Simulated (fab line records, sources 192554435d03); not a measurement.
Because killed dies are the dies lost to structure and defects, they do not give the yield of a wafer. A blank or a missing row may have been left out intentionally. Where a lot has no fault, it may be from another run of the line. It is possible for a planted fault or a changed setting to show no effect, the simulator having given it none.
Struck lot and sound lot, side by side    flow n5Finfet    45 out of 1938 route steps
Sound: these wafers, L508.3, L508.5, L508.6. Struck: wafer L507.4 (left out: L507.1, L507.2 of the same lot, which were not struck); the cause appears at the end.
At each step with rows: each side's tool, then ch and its chambers, then its first start. Under that, the readings that differ: sound wafers    struck wafers    difference of the means    sigmas: that difference in standard deviations of wafers without a fault.
alike: a reading whose means differ by less than 2 such deviations, as well as words and numbers matching on both sides. not compared: withheld readings; readings where some wafer has no value; bounds like >300 that might hide an equal value; numbers whose values overlap and for which the record gives no deviation.
A row with sigmas, a row that says differs or no value, or rows on one side alone: a step with any of these is where the two part. Non-overlapping numbers with no deviation appear without sigmas and do not part them. A reading that every wafer of one side lacks parts them only if that side has two wafers or more.

first, 11 steps without rows for these wafers: N5_BEOL_M4_DESCUM_33 (chemistry O2, time 7 s); N5_BEOL_M4_ETCH_77 (etches underlayer in N2/H2, target depth 6.5 nm, time 5.2 s); N5_BEOL_M4_ETCH_69 (etches SiARC in CF4, target depth 15.6 nm, time 26 s); N5_BEOL_M4_ALD_98 (deposits SiO2, target thk 2.5 nm, pulse time 1 s, co reactant pulse time 1 s); N5_BEOL_M4_ETCHBACK_99 (etches SiO2 in CHF3, target depth 5 nm, time 10.4 s); N5_BEOL_M4_ETCH_70 (etches SOC in N2/H2, target depth 80 nm, overetch 24 nm, time 130 s); N5_BEOL_M4_STRIP_71 (strips in N2/H2); N5_BEOL_M4_STRIP_78 (strips in N2/H2); N5_BEOL_M4_VIA_ETCH_34 (etches the open film in C4F6/O2, target depth 69.4 nm, time 65.9 s); N5_BEOL_M4_STRIP_83 (strips in C4F6/O2); N5_BEOL_M4_STRIP_36 (strips in N2/H2).
N5_BEOL_M4_TRENCH_ETCH_37: etches SiOC in C4F6/O2, target depth 55.555 nm, time 29.2 s.
  sound on rieDiel-02 ch 0,2,3, day 10 17:25; struck on rieDiel-02 ch 0, day 10 23:16
reading                            sound              struck  difference  sigmas
model.etch.depthNm (nm)            54.21 54.93 56.38  62.84   +7.67       
model.BEOL_M4.featureDepthNm (nm)  54.2 55 56.4       62.8    +7.6        
  alike: biasW, drypumpMotorCurrentA, oesProductAu, rfVppV, showerheadPlenumPTorr, throttleValvePct
  not compared: rfHoursCounterH
then, 2 steps without rows for these wafers: N5_BEOL_M4_ETCH_41 (etches SiCN in CH3F/O2, target depth 29.9 nm, time 52.5 s); N5_BEOL_M4_STRIP_97 (strips in N2/H2, time 10 s).
N5_BEOL_M4_OCD_MEAS_38:
  sound on ocd-02, day 10 17:34; struck on ocd-01, day 10 23:25
reading             sound           struck  difference  sigmas
trenchDepthNm (nm)  54.0 54.7 56.3  62.9    +7.9        +8
then, 25 steps without rows for these wafers: N5_BEOL_M4_HM_STRIP_39 (strips TiN in peroxide tin strip, target depth 25 nm, time 158 s); N5_BEOL_M4_SRD_40 (time 30 s); N5_BEOL_M4_PRECLEAN_42 (cleans in residue remover, time 60 s); N5_BEOL_M4_SRD_43 (time 30 s); N5_BEOL_M4_DEGAS_44 (time 60 s); N5_BEOL_M4_PRE_CLEAN_45 (time 30 s); N5_BEOL_M4_ALD_84 (deposits TaN, pulse time 2 s, purge time 3 s, co reactant purge time 2 s); N5_BEOL_M4_SURFACE_TREAT_85; N5_BEOL_M4_CVD_47 (deposits Co from CCTBA/H2, target thk 3 nm, time 223.8 s); N5_BEOL_M4_SPUTTER_48 (material Cu, target thk 4.5 nm, time 8.29 s); N5_BEOL_M4_ANNEAL_49 (time 240 s); N5_BEOL_M4_SPUTTER_79 (material Cu, target thk 4.5 nm, time 8.29 s); N5_BEOL_M4_ANNEAL_80 (time 240 s); N5_BEOL_M4_SPUTTER_81 (material Cu, target thk 4.5 nm, time 8.29 s); N5_BEOL_M4_ANNEAL_82 (time 240 s); N5_BEOL_M4_SPUTTER_86 (material Cu, target thk 4.5 nm, time 8.29 s); N5_BEOL_M4_ANNEAL_87 (time 240 s); N5_BEOL_M4_SPUTTER_88 (material Cu, target thk 4.5 nm, time 8.29 s); N5_BEOL_M4_ANNEAL_89 (time 240 s); N5_BEOL_M4_SPUTTER_90 (material Cu, target thk 4.5 nm, time 8.29 s); N5_BEOL_M4_ANNEAL_91 (time 240 s); N5_BEOL_M4_SPUTTER_92 (material Cu, target thk 4.5 nm, time 8.29 s); N5_BEOL_M4_ANNEAL_93 (time 240 s); N5_BEOL_M4_SPUTTER_94 (material Cu, target thk 4.5 nm, time 8.29 s); N5_BEOL_M4_ANNEAL_95 (time 240 s).
N5_BEOL_M4_CMP_52: polishes, stops on SiOC, t overpolish 6.8 s, target thk 40 nm.
  sound on cmp-01 ch 1,2, day 10 21:24; struck on cmp-04 ch 3, day 11 03:02
reading                                sound         struck  difference  sigmas
model.Cu_of_BEOL_M4_ECD_50.thkNm (nm)  39.8 41 41.4  47.6    +6.9        
  alike: barrierFieldEndpointS, motorCurrentA, overpolishRunS, platenRpm, slurryFilterDpKPa, slurryFlowMlMin, timeToEndpointS
N5_BEOL_M4_THK_MEAS_53: measures by xrf.
  sound on filmMetro-01, day 10 21:39; struck on filmMetro-02, day 11 03:18
reading      sound           struck  difference  sigmas
M4_THK (nm)  38.9 40.2 40.4  47.5    +7.7        +5
N5_BEOL_M4_RS_MEAS_58: measurement is done with a four-point probe.
  sound on filmMetro-02, day 10 21:55; struck on filmMetro-02, day 11 03:34
reading         sound              struck  difference  sigmas
M4_RS (ohm/sq)  0.672 0.647 0.640  0.537   -0.116      -4
N5_BEOL_M4_RC_MEAS_101:
  sound on prober-02 ch 0, day 10 22:16; struck on prober-01 ch 0, day 11 03:37
  alike: DIBL_N, DIBL_P, IOFF_N, IOFF_P, ION_N, ION_P, SS_N, SS_P, VT_N, VT_P
-- the record jumps here: 5 days lie between the struck wafers' starts before and after (it left off in module BEOL_M4 and takes up again in module PASSIVATION, whose first step shown is number 1936 of the route) --
N5_PASSIVATION_PROBE_49:
  sound on prober-01, day 15 16:35; struck on prober-02, day 15 16:33
reading                 sound           struck  difference  sigmas
defectLimitedYield (%)  91.6 87.5 87.7  92.5    +3.6        +2
killedDies              99 147 145      88      -42         -2
killedOpen              51 112 100      55      -33         -3
sort_bin_6_memory (%)   3.9 5.1 4.4     2.9     -1.6        -2
sortNPass               1081 1033 1035  1092    +42         +2
sortYieldPct (%)        91.6 87.5 87.7  92.5    +3.6        +2
  alike: killed_at_M0_to_M3, killed_at_M4_up, killedAtContacts, killedAtFrontEnd, killedAtOther, killedShort, sort_bin_5_function

WHERE THEY PART
At N5_BEOL_M4_OCD_MEAS_38 first; at N5_PASSIVATION_PROBE_49 last (within this record only).

WHY: what had been put in by the simulator
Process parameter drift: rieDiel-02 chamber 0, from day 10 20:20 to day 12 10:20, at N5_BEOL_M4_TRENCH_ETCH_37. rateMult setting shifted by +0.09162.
